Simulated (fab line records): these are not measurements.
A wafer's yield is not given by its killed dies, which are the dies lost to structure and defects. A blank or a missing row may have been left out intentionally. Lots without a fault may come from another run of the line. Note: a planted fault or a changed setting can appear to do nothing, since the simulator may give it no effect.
Chamber matching | flow nand harc | 3 sister chambers for NHARC_P_M0_DEP_32 on pecvd-01
The step deposits SiCN, target thk 30 nm. 3 wafers are shown with their chamber, then 7 later ones without.

WAFERS, EACH WITH ITS CHAMBER
wafer  | chamber | heater power outer w (W)
L079.3 | 1       | 298
L084.6 | 2       | 268
L086.3 | 0       | 410

WAFERS MISSING THEIR CHAMBER
wafer  | heater power outer w (W)
L086.4 | 335
L091.1 | 428
L091.2 | 310
L091.3 | 309
L096.2 | 324
L096.3 | 449
L096.4 | 320

WHICH CHAMBER EACH WENT THROUGH
wafer  | from the rows above          | in truth
L086.4 | can't be placed: 1 or 2 or 0 | 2
L091.1 | 0                            | 0
L091.2 | can't be placed: 1 or 2      | 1
L091.3 | can't be placed: 1 or 2      | 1
L096.2 | can't be placed: 1 or 2      | 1
L096.3 | 0                            | 0
L096.4 | can't be placed: 1 or 2      | 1
Correctly placed: 2 of 7. Cannot be placed on the basis of these rows: 5; the candidates contain the true chamber in 5. Number placed wrongly: 0.
How it was worked out, from the rows above alone: a wafer's distance from a chamber is the root of the sum, over the readings, of the square of ((its reading less the chamber's mean) divided by the reading's scatter). The wafer belongs to the nearest chamber; if the next one is less than 2 further off, it can't be placed. The mean given for a chamber averages the wafers shown for that chamber. The scatter: root of mean squared gap, hidden wafer to nearest shown wafer, with one shown wafer a chamber.
